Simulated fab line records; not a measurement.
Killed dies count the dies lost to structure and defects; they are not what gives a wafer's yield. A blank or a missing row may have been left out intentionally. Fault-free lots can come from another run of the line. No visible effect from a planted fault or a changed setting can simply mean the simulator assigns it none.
fab line records	flow n5-finfet
[record] lots = 11	wafers = 33	last-day = 20
route steps=1938 shown BEOL_M13@1714 BEOL_M14@1727 PASSIVATION@1936
lots with no fault: from the same line, run without faults
start-h: hours from the record's opening day to when the first of the lot's shown wafers began	wait-h: hours from the lot's prior step to this one	" same as the row above	L1.1+2: a single row standing in for several wafers	- either no value or no given start	* or withheld: withheld	< > ~ a bound
route shown NAME@n: names a module that has steps shown in the file, with the first one's number in the route	usual: mean and standard deviation over wafers with no fault	same: alike in all rows	chamber/n: place in a boat	sites: the reading at each site	_std_site: the standard deviation of these	_edge_site: inner sites' mean taken away from outer sites' mean	radius-mm: for every site, how far away it sits from the centre of the wafer	mask NAME#n: copy n	behind: the tool/chamber that last shaped the wafer	hold: why the lot was held/for how many hours/how that ended	device: the transistor (n, p or np) that didn't switch	end of line: tests run on the same wafers once the route is complete	a step given without rows: its recipe and nothing more	killed: at the first sort, the dies lost to defects and structure; wafer yield is something else	map: per-die view of a wafer (x killed, . not killed, _ where there is no die)
set.NAME: the setting the step ran with; set.NAME@STEP: the setting that earlier step ran with	model.NAME: the simulator's own value behind a step, which no gauge read
a sample of lots followed through the steps of the route, with each step as a table and each wafer as a row
services: a tool's chamber out of use, with start hour (start-h, from the record's first day; less than 0 if before it), hours out, and reason
[[steps]]
[step N5_BEOL_M13_RS_MEAS_54]
[recipe] thk-meas-gauge = four-point-probe	reads = Cu_of_BEOL_M13_ECD_47+Ta_of_BEOL_M13_SPUTTER_44+TaN_of_BEOL_M13_SPUTTER_43
[usual] M13_RS = 0.0448/0.00071
lot.wafer	tool	chamber	start-h	wait-h	M13_RS[ohm/sq]
L515.1	film-metro-01	-	289.99	0.0	0.0444
L515.5	"	-	"	"	0.0445
L515.6	"	-	"	"	0.0446
L514.1	film-metro-02	-	291.18	0.1	0.0446
L514.2	"	-	"	"	0.0446
L514.5	"	-	"	"	0.0461
L517.1	film-metro-02	-	311.15	0.0	0.0449
L517.4	"	-	"	"	0.0450
L517.5	"	-	"	"	0.0450
L521.4	film-metro-02	-	324.69	0.0	0.0444
L521.5	"	-	"	"	0.0456
L521.6	"	-	"	"	0.0461
L528.4	film-metro-01	-	373.59	0.0	0.0450
L528.5	"	-	"	"	0.0446
L528.6	"	-	"	"	0.0442
L525.2	film-metro-01	-	376.16	0.1	0.0450
L525.3	"	-	"	"	0.0446
L525.5	"	-	"	"	0.0448
L533.1	film-metro-01	-	383.06	0.0	0.0447
L533.4	"	-	"	"	0.0459
L533.5	"	-	"	"	0.0458
L532.2	film-metro-01	-	404.77	0.1	0.0437
L532.4	"	-	"	"	0.0436
L532.6	"	-	"	"	0.0444
L534.1	film-metro-01	-	408.02	0.0	0.0448
L534.2	"	-	"	"	0.0448
L534.4	"	-	"	"	0.0445
L535.3	film-metro-01	-	422.13	0.1	0.0447
L535.4	"	-	"	"	0.0446
L535.6	"	-	"	"	0.0448
L537.1	film-metro-01	-	444.30	0.0	0.0447
L537.2	"	-	"	"	0.0444
L537.6	"	-	"	"	0.0449
[step N5_BEOL_M14_OVL_MEAS_11]
[recipe] points-per-wafer = 44
[usual] V13_OVL = 1/6.3
lot.wafer	tool	chamber	start-h	wait-h	V13_OVL[nm]
L515.1	overlay-01	0	290.71	0.0	-5
L515.5	"	0	"	"	-3
L515.6	"	0	"	"	-9
L514.1	overlay-02	0	291.76	0.0	5
L514.2	"	0	"	"	3
L514.5	"	0	"	"	3
L517.1	overlay-02	0	311.74	0.0	-8
L517.4	"	0	"	"	-2
L517.5	"	0	"	"	-10
L521.4	overlay-02	0	325.28	0.0	7
L521.5	"	0	"	"	1
L521.6	"	0	"	"	-6
L528.4	overlay-01	0	374.18	0.0	2
L528.5	"	0	"	"	6
L528.6	"	0	"	"	5
L525.2	overlay-02	0	376.87	0.0	-1
L525.3	"	0	"	"	4
L525.5	"	0	"	"	9
L533.1	overlay-01	0	383.77	0.0	7
L533.4	"	0	"	"	6
L533.5	"	0	"	"	0
L532.2	overlay-01	0	405.48	0.0	7
L532.4	"	0	"	"	-2
L532.6	"	0	"	"	-1
L534.1	overlay-01	0	408.61	0.0	-2
L534.2	"	0	"	"	-6
L534.4	"	0	"	"	-9
L535.3	overlay-01	0	422.72	0.0	-6
L535.4	"	0	"	"	-3
L535.6	"	0	"	"	-8
L537.1	overlay-02	0	445.01	0.0	4
L537.2	"	0	"	"	2
L537.6	"	0	"	"	7
[step N5_BEOL_M14_DESCUM_15]
[recipe] chemistry = O2	time-s = 7.9	source-power-w = 50	bias-power-w = 20	pressure-mtorr = 20	rf-frequency-hz = 2.712e+07	temp-c = 40	o2-flow-sccm = 225
[usual] drypump-motor-current-A = 5.9/0.52	o2-flow-sccm = 225.0/0.69	oes-product-au = 0.82/0.089	rf-vpp-V = 242.8/1.3	showerhead-plenum-p-Torr = 2.07/0.075	throttle-valve-pct = 20.45/0.25
lot.wafer	tool	chamber	start-h	wait-h	drypump-motor-current-A	o2-flow-sccm	oes-product-au	rf-hours-counter-h	rf-vpp-V	showerhead-plenum-p-Torr	throttle-valve-pct
L515.1	rie-diel-05	0	290.77	0.0	6.5	224.0	0.88	41	242.2	2.05	20.01
L515.5	"	0	"	"	6.5	224.7	0.88	-	241.6	2.05	20.00
L515.6	"	3	"	"	5.4	224.6	0.68	-	242.1	2.06	20.92
L514.1	rie-diel-05	2	291.85	0.1	6.3	224.8	0.71	215	240.9	2.08	20.63
L514.2	"	1	"	"	6.5	226.5	0.69	246	241.5	1.98	20.75
L514.5	"	1	"	"	6.5	226.1	0.70	-	241.4	1.98	20.74
L517.1	rie-diel-05	0	311.80	0.0	6.4	224.7	0.86	50	244.0	2.05	20.02
L517.4	"	2	"	"	6.3	225.5	0.70	-	242.4	2.07	20.67
L517.5	"	0	"	"	6.5	224.6	0.86	-	242.6	2.05	20.01
L521.4	rie-diel-05	0	325.56	0.2	6.4	223.6	0.85	-	241.6	2.05	20.02
L521.5	"	1	"	"	6.5	225.2	0.96	-	245.5	2.25	20.36
L521.6	"	2	"	"	6.3	225.7	0.69	-	242.0	2.07	20.66
L528.4	rie-diel-05	3	374.26	0.0	5.4	224.8	0.94	-	243.2	2.05	20.59
L528.5	"	0	"	"	6.4	224.1	0.82	-	240.4	2.04	20.04
L528.6	"	1	"	"	6.4	224.6	0.90	-	245.2	2.24	20.41
L525.2	rie-diel-03	2	376.93	0.0	5.8	224.4	0.80	108	245.0	2.19	20.39
L525.3	"	1	"	"	5.4	225.9	0.85	61	241.4	2.04	20.67
L525.5	"	3	"	"	5.2	224.3	0.90	-	241.8	2.05	20.14
L533.1	rie-diel-06	3	384.08	0.3	4.9	224.8	0.87	61	242.0	2.04	20.68
L533.4	"	0	"	"	5.7	225.2	0.84	72	241.9	2.03	20.45
L533.5	"	3	"	"	4.9	225.2	0.88	-	241.8	2.04	20.69
L532.2	rie-diel-05	2	405.87	0.4	6.3	225.1	0.96	6	242.4	2.06	20.31
L532.4	"	3	"	"	5.4	225.4	0.91	22	243.1	2.05	20.58
L532.6	"	3	"	"	5.4	225.9	0.90	-	242.9	2.05	20.58
L534.1	rie-diel-05	0	408.67	0.0	6.4	225.3	0.82	93	241.7	2.03	20.07
L534.2	"	1	"	"	6.5	224.7	0.87	38	245.6	2.23	20.44
L534.4	"	2	"	"	6.3	225.4	0.97	7	242.1	2.06	20.31
L535.3	rie-diel-05	3	422.78	0.0	5.4	226.3	0.89	29	242.8	2.04	20.61
L535.4	"	1	"	"	6.5	225.4	0.86	-	244.3	2.23	20.44
L535.6	"	3	"	"	5.4	225.2	0.89	-	241.5	2.04	20.61
L537.1	rie-diel-03	0	445.28	0.2	5.7	225.7	0.95	11	243.3	2.23	20.44
L537.2	"	3	"	"	5.3	224.8	0.86	57	242.9	2.04	20.18
L537.6	"	3	"	"	5.3	224.7	0.85	-	242.2	2.04	20.17
[step N5_BEOL_M14_COAT_65]
[recipe] resist = SOC	temp-c = 250	time-s = 60	spin-rpm = 1500	resist-thk-nm = 450
[usual] heater-power-total-W = 500.6/1.8	plate-temp-C = 249.99/0.17	spin-speed-rpm = 1499.9/0.99
lot.wafer	tool	chamber	start-h	wait-h	heater-power-total-W	plate-temp-C	spin-speed-rpm
L515.1	litho-track-01	0	291.27	0.0	497.5	249.76	1498.1
L515.5	"	0	"	"	498.9	250.17	1500.0
L515.6	"	0	"	"	501.0	249.97	1499.5
L514.1	litho-track-04	0	292.32	0.0	497.5	250.25	1498.5
L514.2	"	0	"	"	500.9	250.18	1499.4
L514.5	"	0	"	"	502.3	250.33	1500.1
L517.1	litho-track-01	0	312.27	0.0	502.2	250.02	1500.2
L517.4	"	0	"	"	502.4	250.03	1499.6
L517.5	"	0	"	"	499.2	249.94	1498.8
L521.4	litho-track-04	0	326.01	0.0	497.4	249.81	1499.7
L521.5	"	0	"	"	502.1	249.93	1500.4
L521.6	"	0	"	"	501.8	250.03	1499.8
L528.4	litho-track-01	0	374.71	0.0	514.2	255.38	1501.1
L528.5	"	0	"	"	513.8	255.27	1499.6
L528.6	"	0	"	"	514.2	255.42	1501.1
L525.2	litho-track-01	0	377.40	0.0	515.9	255.75	1500.0
L525.3	"	0	"	"	515.5	255.70	1500.7
L525.5	"	0	"	"	517.2	255.60	1499.6
L533.1	litho-track-05	0	384.57	0.0	497.9	249.79	1498.7
L533.4	"	0	"	"	497.9	250.09	1499.4
L533.5	"	0	"	"	503.3	249.96	1498.6
L532.2	litho-track-04	0	406.34	0.0	500.7	249.80	1500.7
L532.4	"	0	"	"	499.3	249.84	1500.7
L532.6	"	0	"	"	502.1	249.97	1500.6
L534.1	litho-track-04	0	409.15	0.0	498.0	250.03	1501.1
L534.2	"	0	"	"	498.9	250.04	1499.8
L534.4	"	0	"	"	497.8	250.01	1499.4
L535.3	litho-track-04	0	423.25	0.0	501.6	249.68	1498.1
L535.4	"	0	"	"	499.8	250.22	1500.7
L535.6	"	0	"	"	498.4	249.89	1499.7
L537.1	litho-track-01	0	445.75	0.0	502.1	250.03	1499.9
L537.2	"	0	"	"	499.6	250.26	1499.1
L537.6	"	0	"	"	500.7	250.31	1500.0
[step N5_PASSIVATION_PROBE_49]
[usual] defect-limited-yield = 91.1/1.4	killed_at_M0_to_M3 = 34/10	killed_at_M4_up = 14/5.5	killed-at-contacts = 12/5.1	killed-at-front-end = 41/12	killed-at-other = 4/3.1	killed-dies = 105/17	killed-on-rim = 13/3.7	killed-open = 70/13	killed-short = 33/7.6	sort_bin_5_function = 5.3/0.98	sort_bin_6_memory = 3.3/0.67	sort-n-pass = 1075/17	sort-yield-pct = 91.1/1.4
[same] gross-dies = 1180	killed-at-back-side = 0	sort_bin_4_leakage[%] = 0	sort_bin_8_speed[%] = 0
lot.wafer	tool	chamber	start-h	wait-h	defect-limited-yield[%]	killed_at_M0_to_M3	killed_at_M4_up	killed-at-contacts	killed-at-front-end	killed-at-other	killed-dies	killed-on-rim	killed-open	killed-short	sort_bin_5_function[%]	sort_bin_6_memory[%]	sort-n-pass	sort-yield-pct[%]
L515.1	prober-02	-	317.76	0.0	92.8	39	4	18	24	0	85	6	61	22	3.3	3.7	1095	92.8
L515.5	prober-02	-	317.96	0.2	89.1	51	10	13	49	6	129	14	92	35	6.7	3.9	1051	89.1
L515.6	prober-02	-	318.01	0.3	90.9	44	10	10	41	2	107	15	66	34	4.1	4.6	1073	90.9
L517.1	prober-02	-	341.24	0.0	88.6	30	11	10	79	5	135	12	93	41	6.9	4.2	1045	88.6
L517.4	prober-02	-	341.39	0.2	91.4	36	8	11	42	4	101	11	66	35	4.3	3.9	1079	91.4
L517.5	prober-02	-	341.44	0.2	90.1	33	15	13	54	2	117	17	82	32	5.5	4.1	1063	90.1
L521.4	prober-01	-	353.10	0.2	90.4	28	32	11	41	1	113	16	82	31	5.8	3.5	1067	90.4
L521.5	prober-01	-	353.15	0.2	90.8	28	17	11	46	6	108	13	76	32	5.4	3.6	1072	90.8
L521.6	prober-01	-	353.20	0.3	90.3	29	22	13	48	2	114	20	84	30	6.4	3.1	1066	90.3
L528.4	prober-01	-	400.83	0.2	90.8	31	13	12	46	6	108	8	69	37	5.1	3.8	1072	90.8
L528.5	prober-01	-	400.88	0.2	91.8	28	21	11	31	6	97	16	64	29	5.0	3.1	1083	91.8
L528.6	prober-01	-	400.93	0.3	93.0	28	21	8	26	0	83	9	53	28	4.1	3.0	1097	93.0
L533.1	prober-01	-	411.87	0.0	89.8	25	15	26	46	8	120	12	90	30	6.4	3.5	1060	89.8
L533.4	prober-01	-	412.02	0.2	91.1	30	13	9	48	5	105	19	70	35	4.8	3.9	1075	91.1
L533.5	prober-01	-	412.07	0.2	90.8	37	10	12	48	2	109	18	71	37	5.3	3.5	1071	90.8
L532.2	prober-02	-	436.89	0.1	91.5	31	14	8	40	7	100	13	63	33	6.0	2.3	1080	91.5
L532.4	prober-02	-	436.99	0.2	92.0	38	10	10	27	9	94	11	56	35	4.6	2.9	1086	92.0
L532.6	prober-02	-	437.09	0.3	92.0	32	17	10	32	3	94	12	68	25	4.6	3.0	1086	92.0
L535.3	prober-01	-	451.66	0.1	92.0	32	11	9	41	1	94	7	66	26	4.8	2.9	1086	92.0
L535.4	prober-01	-	451.71	0.2	91.9	26	16	11	37	5	95	9	61	34	4.7	3.1	1085	91.9
L535.6	prober-01	-	451.81	0.3	89.3	54	10	9	52	1	126	18	90	32	6.2	4.4	1054	89.3
L537.1	prober-01	-	476.58	0.0	90.7	47	17	11	35	0	110	12	70	39	5.3	3.6	1070	90.7
L537.2	prober-01	-	476.63	0.1	89.7	45	18	12	45	1	121	13	81	40	5.5	4.6	1059	89.7
L537.6	prober-01	-	476.83	0.3	91.5	34	17	11	38	0	100	10	64	36	4.9	3.4	1080	91.5
// killed by level:class
L515.1 MOL_CONTACT_COAG:geometric-particle:open=14 STI_FIN_REVEAL:geometric-particle:open=9 BEOL_M2:geometric-particle:open=9 BEOL_M0_SAQP:geometric-particle:open=7 BEOL_M3:geometric-particle:open=6 MOL_CONTACT_COAG:geometric-particle:short=4 BEOL_M0_SAQP:geometric-particle:short=4 BEOL_M0:geometric-particle:short=4
L515.5 BEOL_M0_SAQP:geometric-particle:open=15 DUMMY_GATE:geometric-particle:open=12 MOL_CONTACT_COAG:geometric-particle:open=12 STI_FIN_REVEAL:geometric-particle:open=9 BEOL_M0_SAQP:geometric-particle:short=9 BEOL_M3:geometric-particle:open=8 BEOL_M2:geometric-particle:open=7 FIN_SAQP:geometric-particle:open=5
L515.6 BEOL_M0_SAQP:geometric-particle:short=17 MOL_CONTACT_COAG:geometric-particle:open=10 BEOL_M0_SAQP:geometric-particle:open=9 STI_FIN_REVEAL:geometric-particle:open=7 GATE_CUT:geometric-particle:short=7 ILD0:geometric-particle:open=6 BEOL_M3:geometric-particle:open=5 BEOL_M1:geometric-particle:open=4
L517.1 FIN_SAQP:geometric-particle:open=22 STI_FIN_REVEAL:geometric-particle:open=18 MOL_CONTACT_COAG:geometric-particle:open=9 BEOL_M0_SAQP:geometric-particle:open=8 FIN_SAQP:geometric-particle:short=7 SPACER0:geometric-particle:short=7 BEOL_M2:geometric-particle:open=7 GATE_CUT:geometric-particle:short=6
L517.4 DUMMY_GATE:geometric-particle:open=10 BEOL_M0_SAQP:geometric-particle:short=9 BEOL_M3:geometric-particle:open=9 MOL_CONTACT_COAG:geometric-particle:open=8 BEOL_M2:geometric-particle:open=7 BEOL_M0_SAQP:geometric-particle:open=6 GATE_CUT:geometric-particle:short=5 FIN_SAQP:geometric-particle:open=4
L517.5 BEOL_M2:geometric-particle:open=14 MOL_CONTACT_COAG:geometric-particle:open=12 STI_FIN_REVEAL:geometric-particle:open=10 DUMMY_GATE:geometric-particle:open=10 FIN_SAQP:geometric-particle:open=9 FIN_SAQP:geometric-particle:short=7 BEOL_M0_SAQP:geometric-particle:short=5 BEOL_M4:geometric-particle:short=5
L521.4 STI_FIN_REVEAL:geometric-particle:open=18 BEOL_M4:geometric-particle:open=18 BEOL_M2:geometric-particle:open=11 MOL_CONTACT_COAG:geometric-particle:open=9 BEOL_M4:geometric-particle:short=7 BEOL_M3:geometric-particle:open=6 STI_FIN_REVEAL:geometric-particle:short=4 GATE_CUT:geometric-particle:open=4
L521.5 FIN_SAQP:geometric-particle:open=10 STI_FIN_REVEAL:geometric-particle:open=10 MOL_CONTACT_COAG:geometric-particle:open=10 BEOL_M4:geometric-particle:open=10 DUMMY_GATE:geometric-particle:open=7 FIN_SAQP:geometric-particle:short=6 BEOL_M0_SAQP:geometric-particle:short=5 BEOL_M1:geometric-particle:open=5
L521.6 STI_FIN_REVEAL:geometric-particle:open=15 BEOL_M4:geometric-particle:open=10 MOL_CONTACT_COAG:geometric-particle:open=10 BEOL_M2:geometric-particle:open=9 FIN_SAQP:geometric-particle:open=6 FIN_SAQP:geometric-particle:short=5 BEOL_M0_SAQP:geometric-particle:open=5 BEOL_M1:geometric-particle:open=5
L528.4 FIN_SAQP:geometric-particle:short=10 STI_FIN_REVEAL:geometric-particle:open=10 MOL_CONTACT_COAG:geometric-particle:open=9 BEOL_M3:geometric-particle:open=6 BEOL_M4:geometric-particle:open=6 FIN_SAQP:geometric-particle:open=5 GATE_CUT:geometric-particle:open=5 BEOL_M0_SAQP:geometric-particle:open=5
L528.5 MOL_CONTACT_COAG:geometric-particle:open=9 BEOL_M0_SAQP:geometric-particle:open=7 BEOL_M3:geometric-particle:open=6 BEOL_M4:geometric-particle:open=5 FIN_SAQP:geometric-particle:open=4 STI_FIN_REVEAL:geometric-particle:open=4 BEOL_M0_SAQP:geometric-particle:short=4 BEOL_M2:geometric-particle:open=4
L528.6 BEOL_M0_SAQP:geometric-particle:open=7 BEOL_M5:geometric-particle:open=7 MOL_CONTACT_COAG:geometric-particle:open=6 BEOL_M0_SAQP:geometric-particle:short=6 BEOL_M3:geometric-particle:open=6 FIN_SAQP:geometric-particle:short=5 DUMMY_GATE:geometric-particle:open=5 BEOL_M8:geometric-particle:open=5
L533.1 MOL_CONTACT_COAG:geometric-particle:open=20 FIN_SAQP:geometric-particle:open=14 BEOL_M4:geometric-particle:open=11 BEOL_M3:geometric-particle:open=8 FIN_SAQP:geometric-particle:short=6 MOL_CONTACT_COAG:geometric-particle:short=6 BEOL_M1:geometric-particle:open=6 BEOL_M0_SAQP:geometric-particle:open=5
L533.4 FIN_SAQP:geometric-particle:open=9 MOL_CONTACT_COAG:geometric-particle:open=8 BEOL_M0_SAQP:geometric-particle:short=8 FIN_SAQP:geometric-particle:short=7 STI_FIN_REVEAL:geometric-particle:open=7 GATE_CUT:geometric-particle:open=7 BEOL_M0_SAQP:geometric-particle:open=6 BEOL_M2:geometric-particle:open=6
L533.5 STI_FIN_REVEAL:geometric-particle:open=10 BEOL_M1:geometric-particle:open=9 BEOL_M3:geometric-particle:open=9 MOL_CONTACT_COAG:geometric-particle:open=8 FIN_SAQP:geometric-particle:short=7 FIN_SAQP:geometric-particle:open=6 SPACER0:geometric-particle:open=6 BEOL_M0_SAQP:geometric-particle:short=5
L532.2 BEOL_M4:geometric-particle:open=9 BEOL_M1:geometric-particle:open=9 MOL_CONTACT_COAG:geometric-particle:open=8 FIN_SAQP:geometric-particle:open=7 BEOL_M0_SAQP:geometric-particle:short=7 BEOL_M0_SAQP:geometric-particle:open=6 FIN_SAQP:geometric-particle:short=5 STI_FIN_REVEAL:geometric-particle:open=5
L532.4 BEOL_M0_SAQP:geometric-particle:short=8 BEOL_M1:geometric-particle:open=8 DUMMY_GATE:geometric-particle:open=6 MOL_CONTACT_COAG:geometric-particle:open=6 BEOL_M0_SAQP:geometric-particle:open=6 BEOL_M3:geometric-particle:open=5 BEOL_M4:geometric-particle:open=5 PASS1_CAP:geometric-particle:open=5
L532.6 BEOL_M1:geometric-particle:open=9 BEOL_M3:geometric-particle:open=9 STI_FIN_REVEAL:geometric-particle:open=7 MOL_CONTACT_COAG:geometric-particle:open=7 BEOL_M4:geometric-particle:open=6 ILD0:geometric-particle:short=4 BEOL_M2:geometric-particle:open=4 FIN_SAQP:geometric-particle:open=3
L535.3 FIN_SAQP:geometric-particle:open=11 STI_FIN_REVEAL:geometric-particle:open=11 BEOL_M3:geometric-particle:open=8 BEOL_M3:geometric-particle:short=8 MOL_CONTACT_COAG:geometric-particle:open=7 BEOL_M2:geometric-particle:open=6 GATE_CUT:geometric-particle:open=5 GATE_CUT:geometric-particle:short=4
L535.4 MOL_CONTACT_COAG:geometric-particle:open=9 BEOL_M1:geometric-particle:open=7 FIN_SAQP:geometric-particle:short=6 STI_FIN_REVEAL:geometric-particle:open=6 BEOL_M3:geometric-particle:open=6 BEOL_M5:geometric-particle:open=6 GATE_CUT:geometric-particle:open=4 BEOL_M0_SAQP:geometric-particle:short=4
L535.6 STI_FIN_REVEAL:geometric-particle:open=17 BEOL_M3:geometric-particle:open=13 FIN_SAQP:geometric-particle:open=12 BEOL_M1:geometric-particle:open=11 MOL_CONTACT_COAG:geometric-particle:open=8 BEOL_M0:geometric-particle:open=7 FIN_SAQP:geometric-particle:short=6 BEOL_M0_SAQP:geometric-particle:open=6
L537.1 BEOL_M0_SAQP:geometric-particle:open=16 MOL_CONTACT_COAG:geometric-particle:open=10 STI_FIN_REVEAL:geometric-particle:open=9 BEOL_M0_SAQP:geometric-particle:short=8 BEOL_M3:geometric-particle:open=8 BEOL_M4:geometric-particle:open=8 FIN_SAQP:geometric-particle:short=5 BEOL_M2:geometric-particle:short=5
L537.2 FIN_SAQP:geometric-particle:open=14 FIN_SAQP:geometric-particle:short=10 BEOL_M1:geometric-particle:open=10 MOL_CONTACT_COAG:geometric-particle:open=9 BEOL_M2:geometric-particle:open=8 BEOL_M4:geometric-particle:open=7 BEOL_M0_SAQP:geometric-particle:open=7 ILD0:geometric-particle:short=5
L537.6 BEOL_M2:geometric-particle:open=13 MOL_CONTACT_COAG:geometric-particle:open=8 FIN_SAQP:geometric-particle:short=7 DUMMY_GATE:geometric-particle:open=7 FIN_SAQP:geometric-particle:open=5 BEOL_M0_SAQP:geometric-particle:short=5 BEOL_M3:geometric-particle:open=5 BEOL_M4:geometric-particle:open=5
[[services]]
tool	chamber	start-h	hours	kind
rie-diel-05	1	267.39	5.0	repair
rie-diel-03	3	270.33	-	clean
rie-diel-03	3	270.33	-	consumable-replace:focus-ring
rie-diel-03	3	270.33	20.3	scheduled-down
rie-diel-03	3	270.33	20.3	vent-cycle
rie-diel-05	1	299.46	2.0	repair
rie-diel-06	1	299.65	16.4	repair
rie-diel-05	1	303.94	-	clean
rie-diel-05	1	303.94	-	consumable-replace:focus-ring
rie-diel-05	1	303.94	-	consumable-replace:showerhead
rie-diel-05	1	303.94	18.2	scheduled-down
rie-diel-05	1	303.94	18.2	vent-cycle
rie-diel-03	-	322.24	2.8	pm
rie-diel-05	3	322.39	-	clean
rie-diel-05	3	322.39	-	consumable-replace:focus-ring
rie-diel-05	3	322.39	28.0	scheduled-down
rie-diel-05	3	322.39	28.0	vent-cycle
litho-track-01	-	349.97	-	consumable-replace:filter
rie-diel-05	2	372.24	-	clean
rie-diel-05	2	372.24	-	consumable-replace:focus-ring
rie-diel-05	2	372.24	19.2	scheduled-down
rie-diel-05	2	372.24	19.2	vent-cycle
rie-diel-05	3	390.05	2.9	repair
rie-diel-05	2	421.86	4.9	repair
[[key]]
[first-sign] step = N5_BEOL_M14_COAT_65	reading = plate-temp-C	direction = up	sigmas = 32	usual = *	struck = *
[effect] step = N5_BEOL_M14_COAT_65	reading = heater-power-total-W	direction = up	sigmas = 7.9	usual = *	struck = *
met-at N5_BEOL_M14_COAT_65
struck-lots L525,L528
not-acting-at N5_BEOL_M13_RS_MEAS_54,N5_BEOL_M14_OVL_MEAS_11,N5_BEOL_M14_DESCUM_15
onset-between 312.27 374.71
[fault] kind = process-parameter-drift	tool = litho-track-01	chamber = -	onset-h = 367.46	steps = N5_BEOL_M14_COAT_65	channel = temp-c	offset = *	shape = step	end-h = 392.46	acts-in = *	stated = *
